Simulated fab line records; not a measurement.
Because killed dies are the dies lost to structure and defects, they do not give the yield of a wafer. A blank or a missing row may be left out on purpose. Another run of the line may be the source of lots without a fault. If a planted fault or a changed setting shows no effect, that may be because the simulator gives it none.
Split-lot study / flow n5_finfet / on a route of 1938 steps: 7 lots, 21 wafers read

## SPLIT DETAILS
At N5_MOL_CONTACT_COAG_CVD_140 (deposits W, target thk 66.5 nm, time 215 s), the setting target_thk_a was moved away from the recipe's 665 angstrom on 10 of the 21 wafers read, by -8.2% to +12.6%. The other wafers ran this setting at the recipe's value.

The reading comes from the split's own step.

## THE READING
W_of_MOL_CONTACT_COAG_CVD_140.thk_nm (the simulator's own value, which no gauge read), in nm, at N5_MOL_CONTACT_COAG_CVD_140 (deposits W, target thk 66.5 nm, time 215 s). No usual value for it is given in the file. Here, 11 wafers ran the recipe; their average is 66.3 nm with a standard deviation of 0.67 nm.

wafer=L076.2; tool, chamber at the split=cvd_w-02, 1; target_thk_a as run, angstrom=665; against the recipe=recipe; W_of_MOL_CONTACT_COAG_CVD_140.thk_nm, nm=66.6; against lot-mates on the recipe=-
wafer=L076.4; tool, chamber at the split=cvd_w-02, 1; target_thk_a as run, angstrom=715.2; against the recipe=+7.5%; W_of_MOL_CONTACT_COAG_CVD_140.thk_nm, nm=71.4; against lot-mates on the recipe=+4.8
wafer=L076.5; tool, chamber at the split=cvd_w-02, 0; target_thk_a as run, angstrom=715.2; against the recipe=+7.5%; W_of_MOL_CONTACT_COAG_CVD_140.thk_nm, nm=72.8; against lot-mates on the recipe=+6.2
wafer=L078.4; tool, chamber at the split=cvd_w-02, 0; target_thk_a as run, angstrom=665; against the recipe=recipe; W_of_MOL_CONTACT_COAG_CVD_140.thk_nm, nm=66.4; against lot-mates on the recipe=-
wafer=L078.5; tool, chamber at the split=cvd_w-02, 1; target_thk_a as run, angstrom=610.8; against the recipe=-8.2%; W_of_MOL_CONTACT_COAG_CVD_140.thk_nm, nm=61; against lot-mates on the recipe=-5.4
wafer=L078.6; tool, chamber at the split=cvd_w-02, 0; target_thk_a as run, angstrom=610.8; against the recipe=-8.2%; W_of_MOL_CONTACT_COAG_CVD_140.thk_nm, nm=61.6; against lot-mates on the recipe=-4.8
wafer=L080.2; tool, chamber at the split=cvd_w-02, 0,1; target_thk_a as run, angstrom=687.6; against the recipe=+3.4%; W_of_MOL_CONTACT_COAG_CVD_140.thk_nm, nm=69.6; against lot-mates on the recipe=+3.0
wafer=L080.4; tool, chamber at the split=cvd_w-02, 0,1; target_thk_a as run, angstrom=687.6; against the recipe=+3.4%; W_of_MOL_CONTACT_COAG_CVD_140.thk_nm, nm=69.6; against lot-mates on the recipe=+3.0
wafer=L080.3; tool, chamber at the split=cvd_w-02, 0; target_thk_a as run, angstrom=665; against the recipe=recipe; W_of_MOL_CONTACT_COAG_CVD_140.thk_nm, nm=66.6; against lot-mates on the recipe=-
wafer=L087.1; tool, chamber at the split=cvd_w-01, 0; target_thk_a as run, angstrom=745; against the recipe=+12.0%; W_of_MOL_CONTACT_COAG_CVD_140.thk_nm, nm=73.2; against lot-mates on the recipe=+8.0
wafer=L087.2; tool, chamber at the split=cvd_w-01, 0; target_thk_a as run, angstrom=665; against the recipe=recipe; W_of_MOL_CONTACT_COAG_CVD_140.thk_nm, nm=65.2; against lot-mates on the recipe=-
wafer=L087.5; tool, chamber at the split=cvd_w-01, 0; target_thk_a as run, angstrom=745; against the recipe=+12.0%; W_of_MOL_CONTACT_COAG_CVD_140.thk_nm, nm=74; against lot-mates on the recipe=+8.8
wafer=L088.1; tool, chamber at the split=cvd_w-01, 1; target_thk_a as run, angstrom=665; against the recipe=recipe; W_of_MOL_CONTACT_COAG_CVD_140.thk_nm, nm=65; against lot-mates on the recipe=-
wafer=L088.2; tool, chamber at the split=cvd_w-01, 0; target_thk_a as run, angstrom=748.8; against the recipe=+12.6%; W_of_MOL_CONTACT_COAG_CVD_140.thk_nm, nm=73.2; against lot-mates on the recipe=+8.2
wafer=L088.4; tool, chamber at the split=cvd_w-01, 0; target_thk_a as run, angstrom=748.8; against the recipe=+12.6%; W_of_MOL_CONTACT_COAG_CVD_140.thk_nm, nm=74.4; against lot-mates on the recipe=+9.4
wafer=L089.1; tool, chamber at the split=cvd_w-02, 1; target_thk_a as run, angstrom=665; against the recipe=recipe; W_of_MOL_CONTACT_COAG_CVD_140.thk_nm, nm=66.8; against lot-mates on the recipe=-
wafer=L089.3; tool, chamber at the split=cvd_w-02, 0,1; target_thk_a as run, angstrom=665; against the recipe=recipe; W_of_MOL_CONTACT_COAG_CVD_140.thk_nm, nm=66; against lot-mates on the recipe=-
wafer=L089.4; tool, chamber at the split=cvd_w-02, 0,1; target_thk_a as run, angstrom=665; against the recipe=recipe; W_of_MOL_CONTACT_COAG_CVD_140.thk_nm, nm=66; against lot-mates on the recipe=-
wafer=L097.1; tool, chamber at the split=cvd_w-01, 1; target_thk_a as run, angstrom=665; against the recipe=recipe; W_of_MOL_CONTACT_COAG_CVD_140.thk_nm, nm=67.4; against lot-mates on the recipe=-
wafer=L097.3; tool, chamber at the split=cvd_w-01, 1; target_thk_a as run, angstrom=665; against the recipe=recipe; W_of_MOL_CONTACT_COAG_CVD_140.thk_nm, nm=66.8; against lot-mates on the recipe=-
wafer=L097.5; tool, chamber at the split=cvd_w-01, 1; target_thk_a as run, angstrom=665; against the recipe=recipe; W_of_MOL_CONTACT_COAG_CVD_140.thk_nm, nm=66.4; against lot-mates on the recipe=-
Rows listing several chambers each stand for several wafers; the file does not say which wafer went through which chamber.

THE FIT
A straight line over all 21 wafers: W_of_MOL_CONTACT_COAG_CVD_140.thk_nm changes by +0.624 nm for each +1% of target_thk_a; r = +0.98; the points scatter about the line by 0.8 nm.
The same after taking each lot's own level away (the mean of its wafers on the recipe; 21 wafers): +0.685 nm for each +1%; r = +0.99; scatter 0.47 nm.
The reading moves by 8.6 nm for the largest change in target_thk_a, on that fit.
Measured against the standard deviation above, the lots' own levels, which go from 65.00 to 66.87 nm, span 2.8 times it.
The two slopes agree, so the slope changes little with the lot-to-lot level.
Check: +8.94 nm against its lot-mates is what the line predicts for one of the wafers moved furthest among these (+12.6%) when that wafer is left out of the fit. Against them it came out at +8.2 nm.

## THE OTHER SPLITS THESE WAFERS WENT THROUGH
Note: prior to the reading, these wafers also went through further splits. Each is held against what the fit with the lots' levels taken away leaves over:
other split on the same wafers=N5_WELL_APT_COAT_02 spin_rpm; wafers away from the commonest value=7; r with W_of_MOL_CONTACT_COAG_CVD_140.thk_nm (lot level and that fit taken away)=-0.23
other split on the same wafers=N5_FIN_CUT_EXPOSE_05 dose_mj; wafers away from the commonest value=5; r with W_of_MOL_CONTACT_COAG_CVD_140.thk_nm (lot level and that fit taken away)=-0.18
other split on the same wafers=N5_SD_EPI_N_DESCUM_14 time_s; wafers away from the commonest value=11; r with W_of_MOL_CONTACT_COAG_CVD_140.thk_nm (lot level and that fit taken away)=-0.37
other split on the same wafers=N5_SD_EPI_N_ETCH_35 time_s; wafers away from the commonest value=2; r with W_of_MOL_CONTACT_COAG_CVD_140.thk_nm (lot level and that fit taken away)=+0.17
other split on the same wafers=N5_HKMG_FIN_ETCH_54 source_w; wafers away from the commonest value=5; r with W_of_MOL_CONTACT_COAG_CVD_140.thk_nm (lot level and that fit taken away)=+0.31
other split on the same wafers=N5_HKMG_FIN_ETCH_55 bias_w; wafers away from the commonest value=8; r with W_of_MOL_CONTACT_COAG_CVD_140.thk_nm (lot level and that fit taken away)=-0.28
other split on the same wafers=N5_HKMG_FIN_ETCH_32 source_w; wafers away from the commonest value=7; r with W_of_MOL_CONTACT_COAG_CVD_140.thk_nm (lot level and that fit taken away)=+0.42
other split on the same wafers=N5_MOL_CONTACT_COAG_PECVD_31 time_s; wafers away from the commonest value=6; r with W_of_MOL_CONTACT_COAG_CVD_140.thk_nm (lot level and that fit taken away)=+0.00

## FILE'S OWN FIT
W_of_MOL_CONTACT_COAG_CVD_140.thk_nm changes by +0.696 nm for each +1% of target_thk_a, r = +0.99.
